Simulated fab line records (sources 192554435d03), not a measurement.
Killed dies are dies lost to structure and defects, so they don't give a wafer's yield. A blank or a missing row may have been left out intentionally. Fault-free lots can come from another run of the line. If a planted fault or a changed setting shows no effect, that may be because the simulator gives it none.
Which tool was responsible? ; flow n5 finfet ; 9 lots, 25 wafers sampled, at 7 steps of a route of 1938

WHAT THE GAUGES READ, wafer by wafer
N5_MOL_CONTACT_COAG_CD_MEAS_137: the cd target is 16 nm. Usual: cd nm reads 16.0 nm (standard deviation 0.34).
lot;measured;on;cd nm (nm);flag
L614;day 5 19:02;cd sem-01;16.2 16.1 15.9;
L623;day 8 03:16;cd sem-02;- - -;OFF
L624;day 8 10:04;cd sem-01;- - -;OFF
L625;day 8 15:19;cd sem-03;- - -;OFF
L627;day 9 05:47;cd sem-03;16.4 16.5 15.8;
L628;day 9 11:58;cd sem-03;15.7 15.9;
L629;day 9 15:31;cd sem-01;16.0 16.2 16.3;
L631;day 10 05:50;cd sem-03;15.9 16.2;
L634;day 10 22:52;cd sem-01;16.6 16.1 15.9;

N5_BEOL_M4_RC_MEAS_101. Usual: DIBL_N 35.6 mV/V, standard deviation 1.7; DIBL_P 35.0 mV/V, standard deviation 2; IOFF_N 0.148 nA/um, standard deviation 0.027; IOFF_P 0.19 nA/um, standard deviation 0.032; ION_N 671 uA/um, standard deviation 14; ION_P 460 uA/um, standard deviation 9.1; SS_N 71.3 mV/dec, standard deviation 0.62; SS_P 73.0 mV/dec, standard deviation 0.64; VT_N 251 mV, standard deviation 3.2; VT_P -251.5 mV, standard deviation 2.9.
lot;measured;on;DIBL_N (mV/V);DIBL_P (mV/V);IOFF_N (nA/um);IOFF_P (nA/um);ION_N (uA/um);ION_P (uA/um);SS_N (mV/dec);SS_P (mV/dec);VT_N (mV);VT_P (mV);flag
L614;day 9 15:12;prober-01;38.2 38.3 37.6;38.9 39.4 38.2;0.168 0.180 0.164;0.20 0.22 0.20;692 685 687;473 466 465;72.1 71.9 71.9;73.6 73.4 73.0;250 248 249;-252.7 -253.7 -252.6;
L627;day 12 17:50;prober-02;35.9 38.4 35.4;36.6 38.6 34.7;0.155 0.197 0.136;0.21 0.24 0.18;679 670 680;463 449 463;71.0 71.7 70.7;73.1 73.7 72.6;251 247 254;-250.7 -249.5 -251.3;
L628;day 13 10:35;prober-02;35.0 35.3;32.2 33.1;0.118 0.121;0.14 0.15;656 657;448 449;70.8 71.0;72.2 72.8;253 255;-256.9 -253.0;
L629;day 13 08:40;prober-01;34.2 36.4 36.4;33.0 35.6 35.6;0.118 0.160 0.148;0.15 0.19 0.18;657 690 669;449 466 454;70.2 71.7 70.8;72.0 72.1 72.8;253 248 253;-255.5 -253.0 -252.2;
L631;day 13 17:23;prober-02;35.5 40.2;34.2 40.5;0.119 0.222;0.18 0.30;662 692;458 475;70.5 72.3;72.3 73.4;253 247;-251.4 -244.4;
L634;day 14 09:56;prober-02;37.7 35.9 36.3;37.6 35.5 36.0;0.200 0.155 0.166;0.22 0.19 0.20;701 679 681;468 458 456;71.8 71.2 71.3;74.1 73.3 73.6;246 249 245;-253.1 -251.3 -250.3;

TOOL THAT RAN EACH LOT (tool first, then ch and the chambers of the sampled wafers, then the start)
lot;N5_MOL_CONTACT_COAG_SIL_ANNEAL_21;N5_MOL_CONTACT_COAG_ANNEAL_113;N5_MOL_CONTACT_COAG_ALD_123;N5_MOL_CONTACT_COAG_VIA_ETCH_46;N5_MOL_CONTACT_COAG_ETCH_47
L614;rtp anneal-01 ch 0, day 5 11:29;rtp anneal-01 ch 0, day 5 12:45;ald sin-02 ch 2,3, day 5 16:59;rie diel-03 ch 2,3, day 5 18:43;rie diel-03 ch 2,3, day 5 18:49
L623;rtp anneal-02 ch 0, day 7 17:40;rtp anneal-02 ch 0, day 7 20:18;ald sin-03 ch 0,2,3, day 8 01:16;rie diel-06 ch 2,3, day 8 02:56;rie diel-06 ch 2,3, day 8 03:02
L624;rtp anneal-02 ch 0, day 8 01:22;rtp anneal-02 ch 0, day 8 03:03;ald sin-01 ch 0,3, day 8 08:06;rie diel-03 ch 0,3, day 8 09:44;rie diel-03 ch 0,3, day 8 09:50
L625;rtp anneal-01 ch 0, day 8 05:29;rtp anneal-01 ch 0, day 8 06:49;ald sin-02 ch 0,2,3, day 8 13:07;rie diel-06 ch 0,1,2, day 8 14:58;rie diel-06 ch 0,1,2, day 8 15:05
L627;rtp anneal-02 ch 0, day 8 21:20;rtp anneal-02 ch 0, day 8 22:28;ald sin-01 ch 1,3, day 9 03:50;rie diel-03 ch 0,1,2, day 9 05:25;rie diel-03 ch 0,1,2, day 9 05:32
L628;rtp anneal-02 ch 0, day 9 04:26;rtp anneal-02 ch 0, day 9 05:31;ald sin-02 ch 1,2, day 9 10:02;rie diel-03 ch 0, day 9 11:38;rie diel-03 ch 0, day 9 11:44
L629;rtp anneal-02 ch 0, day 9 07:53;rtp anneal-02 ch 0, day 9 09:02;ald sin-03 ch 0,1, day 9 13:44;rie diel-03 ch 0,3, day 9 15:10;rie diel-03 ch 0,3, day 9 15:17
L631;rtp anneal-02 ch 0, day 9 19:58;rtp anneal-02 ch 0, day 9 21:05;ald sin-02 ch 1,2, day 10 03:38;rie diel-01 ch 2,3, day 10 05:30;rie diel-01 ch 2,3, day 10 05:37
L634;rtp anneal-02 ch 0, day 10 14:35;rtp anneal-02 ch 0, day 10 16:34;ald sin-02 ch 0,1, day 10 20:19;rie diel-06 ch 0,1,2, day 10 22:32;rie diel-06 ch 0,1,2, day 10 22:38
- N5_MOL_CONTACT_COAG_SIL_ANNEAL_21: time 60 s.
- N5_MOL_CONTACT_COAG_ANNEAL_113: time 300 s.
- N5_MOL_CONTACT_COAG_ALD_123: deposits SiNx, target thk 5 nm, pulse time 1 s, purge time 2 s.
- N5_MOL_CONTACT_COAG_VIA_ETCH_46: etches SiO2 in C4F6/O2, target depth 46 nm, overetch 9.2 nm, time 40 s.
- N5_MOL_CONTACT_COAG_ETCH_47: etches SiNx in CH3F/O2, stops on W, target depth 27 nm.

AS READ BY THE TOOLS THEMSELVES (means over the sampled wafers that have a number; for cases with no such wafer, the mark the record gives instead)
N5_MOL_CONTACT_COAG_SIL_ANNEAL_21. Usual: lamp power pct 6.4 %, standard deviation 0.36; wafer_temp_C_max 553.5, standard deviation 1.1.
lot;tool;lamp power pct (%);wafer_temp_C_max;flag
L614;rtp anneal-01;6.8;554.7;
L623;rtp anneal-02;6.1;552.5;
L624;rtp anneal-02;6.1;552.6;
L625;rtp anneal-01;6.8;555.3;
L627;rtp anneal-02;6.1;552.9;
L628;rtp anneal-02;6.1;552.6;
L629;rtp anneal-02;6.1;553.0;
L631;rtp anneal-02;6.1;552.5;
L634;rtp anneal-02;6.1;553.4;

N5_MOL_CONTACT_COAG_ANNEAL_113. Usual: anneal temp c 400.01 C, standard deviation 0.23; lamp power pct 2.74 %, standard deviation 0.16; wafer_temp_C_max 402.6, standard deviation 0.84.
lot;tool;anneal temp c (C);lamp power pct (%);wafer_temp_C_max;flag
L614;rtp anneal-01;400.23;2.93;403.7;
L623;rtp anneal-02;400.14;2.61;402.0;
L624;rtp anneal-02;400.19;2.61;401.9;
L625;rtp anneal-01;400.22;2.93;403.0;
L627;rtp anneal-02;400.02;2.61;401.6;
L628;rtp anneal-02;400.15;2.61;402.0;
L629;rtp anneal-02;400.24;2.61;402.0;
L631;rtp anneal-02;399.97;2.61;402.0;
L634;rtp anneal-02;399.88;2.61;401.8;

N5_MOL_CONTACT_COAG_ALD_123. Usual: heater power w 840 W, standard deviation 91; precursor pulse height rel 0.999, standard deviation 0.021.
lot;tool;heater power w (W);precursor pulse height rel;flag
L614;ald sin-02;840;1.016;
L623;ald sin-03;891;0.985;
L624;ald sin-01;892;0.996;
L625;ald sin-02;816;1.009;
L627;ald sin-01;921;1.009;
L628;ald sin-02;886;0.978;
L629;ald sin-03;673;0.971;
L631;ald sin-02;886;0.980;
L634;ald sin-02;858;1.011;

N5_MOL_CONTACT_COAG_VIA_ETCH_46. Usual: C4F6_flow_sccm 10.00 sccm, standard deviation 0.031; O2_flow_sccm 9.997 sccm, standard deviation 0.03; drypump motor current A 5.6 A, standard deviation 0.41; oes product au 0.71 a.u., standard deviation 0.085; rf vpp V 1588 V, standard deviation 32; showerhead plenum p Torr 2.81 Torr, standard deviation 0.063; throttle valve pct 40.9 %, standard deviation 0.39.
lot;tool;C4F6_flow_sccm (sccm);O2_flow_sccm (sccm);drypump motor current A (A);oes product au (a.u.);rf vpp V (V);showerhead plenum p Torr (Torr);throttle valve pct (%);flag
L614;rie diel-03;9.99;10.015;5.8;0.70;1553;2.83;41.0;
L623;rie diel-06;-;-;-;-;-;-;-;OFF
L624;rie diel-03;-;-;-;-;-;-;-;OFF
L625;rie diel-06;-;-;-;-;-;-;-;OFF
L627;rie diel-03;10.00;9.995;5.6;0.77;1618;2.88;41.0;
L628;rie diel-03;9.98;9.994;5.2;0.64;1606;2.71;41.2;
L629;rie diel-03;10.02;9.996;5.4;0.65;1580;2.76;41.1;
L631;rie diel-01;10.01;9.989;5.9;0.77;1576;2.77;41.1;
L634;rie diel-06;10.00;10.023;5.5;0.69;1605;2.80;40.9;

N5_MOL_CONTACT_COAG_ETCH_47. Usual: CH3F_flow_sccm 30.00 sccm, standard deviation 0.087; O2_flow_sccm 20.00 sccm, standard deviation 0.063; drypump motor current A 5.6 A, standard deviation 0.41; etch rf on time s 31.0 s, standard deviation 0.64; oes product au 0.71 a.u., standard deviation 0.087; rf vpp V 298 V, standard deviation 6.4; showerhead plenum p Torr 1.98 Torr, standard deviation 0.047; throttle valve pct 16.37 %, standard deviation 0.27.
lot;tool;CH3F_flow_sccm (sccm);O2_flow_sccm (sccm);drypump motor current A (A);etch rf on time s (s);oes product au (a.u.);rf vpp V (V);showerhead plenum p Torr (Torr);throttle valve pct (%);flag
L614;rie diel-03;30.05;20.05;5.8;31.0;0.70;291;1.99;16.55;
L623;rie diel-06;30.06;20.06;5.6;50.8;0.28;300;1.99;16.56;OFF
L624;rie diel-03;29.93;20.05;5.6;50.8;0.28;291;1.98;16.41;OFF
L625;rie diel-06;30.09;20.00;5.5;50.8;0.29;301;1.98;16.31;OFF
L627;rie diel-03;29.97;19.96;5.6;30.8;0.77;303;2.03;16.19;
L628;rie diel-03;30.02;20.03;5.2;31.6;0.62;301;1.90;16.38;
L629;rie diel-03;29.99;20.01;5.4;31.4;0.65;296;1.94;16.43;
L631;rie diel-01;29.98;19.99;5.9;31.1;0.75;294;1.95;16.16;
L634;rie diel-06;30.01;20.03;5.5;30.5;0.70;302;1.97;16.39;

THE ANSWER, worked out from the rows above alone
Rule: a lot counts as off when the mean over its wafers that have a number is more than 3 standard deviations away from the usual mean. Also off: a lot with no number at a reading for which 4 or more lots have one. Any other lot the step has rows for is counted as sound. Order of review: gauges by route order, followed by the tools' own readings, for which a lot's mean as printed above is used. The first step at which some lot is off is used, and at that step the reading that is off furthest; a lot without a number counts as furthest.
Off: L623, L624, L625, at N5_MOL_CONTACT_COAG_CD_MEAS_137 (cd nm). Without a number there: L623, L624, L625.
If a tool, at a process step before that reading, ran all the lots that are off and no sound lot after the first of them, it fits. Not tried: the gauges at N5_MOL_CONTACT_COAG_CD_MEAS_137; whatever is off there is also off at N5_MOL_CONTACT_COAG_VIA_ETCH_46, on other tools, and gauge error can't account for it. Not one of the candidates tried fits.

WHAT THE SIMULATOR HAD INSERTED
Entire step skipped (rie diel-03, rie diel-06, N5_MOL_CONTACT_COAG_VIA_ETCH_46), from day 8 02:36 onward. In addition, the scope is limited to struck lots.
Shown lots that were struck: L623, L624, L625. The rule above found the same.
